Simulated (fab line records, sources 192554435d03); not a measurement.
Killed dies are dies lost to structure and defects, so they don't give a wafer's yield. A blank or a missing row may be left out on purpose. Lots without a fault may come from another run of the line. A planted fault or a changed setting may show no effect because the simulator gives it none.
A struck lot beside a sound one | flow n5_finfet | 16 steps out of a route of 1938
Sound: wafers L842.1, L842.3, L842.4. Struck: wafer L849.6. (L849.1 of the same lot was not struck and is left out.) The cause comes at the end.
At each step with rows: each side's tool, then ch and its chambers, then its first start. Under that, the readings that differ: sound wafers | struck wafers | difference of the means | sigmas: that difference in standard deviations of wafers without a fault.
alike: readings whose means differ by less than 2 such deviations, and words and numbers that are the same on both sides. not compared: withheld readings, readings that some wafer has no value for, bounds like >300 that may hide the same value, and numbers for which the record gives no deviation and whose values overlap.
The two part at a step that has a row with sigmas, a row that says differs or no value, or rows on one side only. Numbers that don't overlap but have no deviation are shown without sigmas and don't part them. A reading that every wafer of one side lacks parts them only if that side has two wafers or more.

first, 9 steps without rows for these wafers: N5_FIN_CUT_PEB_06 (peb time 60 s); N5_FIN_CUT_DEVELOP_07 (develop time 30 s); N5_FIN_CUT_DESCUM_13 (chemistry O2, time 7 s); N5_FIN_CUT_ETCH_30 (etches underlayer in N2/H2, target depth 13 nm, time 10.4 s); N5_FIN_CUT_ETCH_20 (etches SiARC in CF4, target depth 26 nm, time 43.3 s); N5_FIN_CUT_ETCH_21 (etches SOC in N2/H2, target depth 219 nm, overetch 43.8 nm, time 523.5 s); N5_FIN_CUT_STRIP_23 (strips in N2/H2); N5_FIN_CUT_STRIP_31 (strips in N2/H2); N5_FIN_CUT_STRIP_24 (strips in CF4).
N5_FIN_CUT_CUT_ETCH_26: etches SiNx in CH3F/O2, target depth 39 nm, time 55.7 s.
  sound on rie_diel-02 ch 0,1,2, day 4 16:16; struck on rie_diel-02 ch 1, day 6 09:15
  reading                                  | sound             | struck | difference | sigmas
  run_length_s (s)                         | 79.4 79.1 78.7    | 95.5   | +16.4      | +36
  model.etch.depth_nm (nm)                 | 38.55 38.75 40.11 | 48.62  | +9.48      |
  model.SOC_of_FIN_CUT_COAT_18.thk_nm (nm) | 212.2 211.8 210.8 | 206.2  | -5.4       |
  alike: drypump_motor_current_A, oes_product_au, rf_vpp_V, showerhead_plenum_p_Torr, throttle_valve_pct
  not compared: rf_hours_counter_h
then, 3 steps without rows for these wafers: N5_FIN_CUT_CUT_ETCH_27 (etches SiO2 in CHF3/O2, target depth 4 nm, overetch 2 nm, time 4.9 s); N5_FIN_CUT_PRECLEAN_35 (cleans in vHF, time 13.3 s); N5_FIN_CUT_CUT_ETCH_15 (etches Si in HBr/Cl2/O2, target depth 100 nm, bt time 10 s, time 42.4 s).
N5_FIN_CUT_CUT_ETCH_28: etches Si in HBr/Cl2/O2, target depth 6 nm, time 2.4 s.
  sound on rie_si-04 ch 0,1,3, day 4 16:31; struck on rie_si-04 ch 3, day 6 09:30
  reading                                  | sound           | struck | difference | sigmas
  model.SOC_of_FIN_CUT_COAT_18.thk_nm (nm) | 168.8 169 166.2 | 162.2  | -5.8       |
  alike: drypump_motor_current_A, oes_product_au, throttle_valve_pct
  not compared: rf_hours_counter_h
then, 1 step without rows for these wafers: N5_FIN_CUT_STRIP_22 (strips in N2/H2).
-- the record jumps here: 5 days lie between the struck wafers' starts before and after (it left off in module FIN_CUT and takes up again in module BEOL_M4, whose first step shown is number 1111 of the route) --
N5_BEOL_M4_RC_MEAS_101:
  sound on prober-01 ch 0, day 10 09:37; struck on prober-02 ch 0, day 11 20:59
  alike: DIBL_N, DIBL_P, IOFF_N, IOFF_P, ION_N, ION_P, SS_N, SS_P, VT_N, VT_P

WHERE THEY PART
Only at N5_FIN_CUT_CUT_ETCH_26, within this record. Later steps at which nothing parts them and some readings are alike: N5_FIN_CUT_CUT_ETCH_28, N5_BEOL_M4_RC_MEAS_101.

WHY: what the simulator had put in
Process parameter drift: rie_diel-02, from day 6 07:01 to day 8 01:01, at N5_FIN_CUT_CUT_ETCH_26. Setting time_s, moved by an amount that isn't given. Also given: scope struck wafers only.
